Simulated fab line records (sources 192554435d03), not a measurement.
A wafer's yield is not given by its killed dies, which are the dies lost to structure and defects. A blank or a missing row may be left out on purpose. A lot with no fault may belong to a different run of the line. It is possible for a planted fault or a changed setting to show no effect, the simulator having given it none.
Matching of chambers | flow n5_finfet | N5_BEOL_M0_SAQP_SPACER1_ALD_98 on ald_sin-04: 4 sister chambers
The step deposits SiO2, target thk 12.8 nm, pulse time 1 s, purge time 2 s. 4 wafers are shown with their chamber, then 9 later ones without.

== WAFERS PAIRED WITH THEIR CHAMBERS ==
wafer  | chamber | heater_power_w (W)
L088.1 | 0       | 521
L090.1 | 1       | 491
L090.5 | 3       | 501
L090.6 | 2       | 477

== WAFERS WITHOUT THEIR CHAMBER ==
wafer  | heater_power_w (W)
L076.2 | 487
L076.3 | 526
L076.5 | 485
L095.1 | 512
L095.3 | 481
L095.6 | 482
L096.1 | 507
L096.3 | 513
L096.4 | 481

== WHICH CHAMBER EACH ONE RAN IN ==
wafer  | from the rows above          | in truth
L076.2 | can't be placed: 1 or 2 or 3 | 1
L076.3 | 0                            | 0
L076.5 | can't be placed: 1 or 2 or 3 | 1
L095.1 | can't be placed: 0 or 3      | 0
L095.3 | can't be placed: 2 or 1      | 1
L095.6 | can't be placed: 2 or 1      | 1
L096.1 | can't be placed: 3 or 0 or 1 | 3
L096.3 | can't be placed: 0 or 3      | 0
L096.4 | can't be placed: 2 or 1      | 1
Correct placement for 1 of the 9. Not placeable from these rows: 8 (in 8, the candidates include the true chamber). Number placed wrongly: 0.
How it was worked out, from the rows above alone: a wafer's distance from a chamber is the root of the sum, over the readings, of the square of ((its reading less the chamber's mean) divided by the reading's scatter). The wafer belongs to the nearest chamber; if the next one is less than 2 further off, it can't be placed. For every chamber, the mean is computed from those of its wafers that are shown. The scatter: with one shown wafer a chamber, the root of the mean of the squares of how far each hidden wafer lies from its nearest shown one.
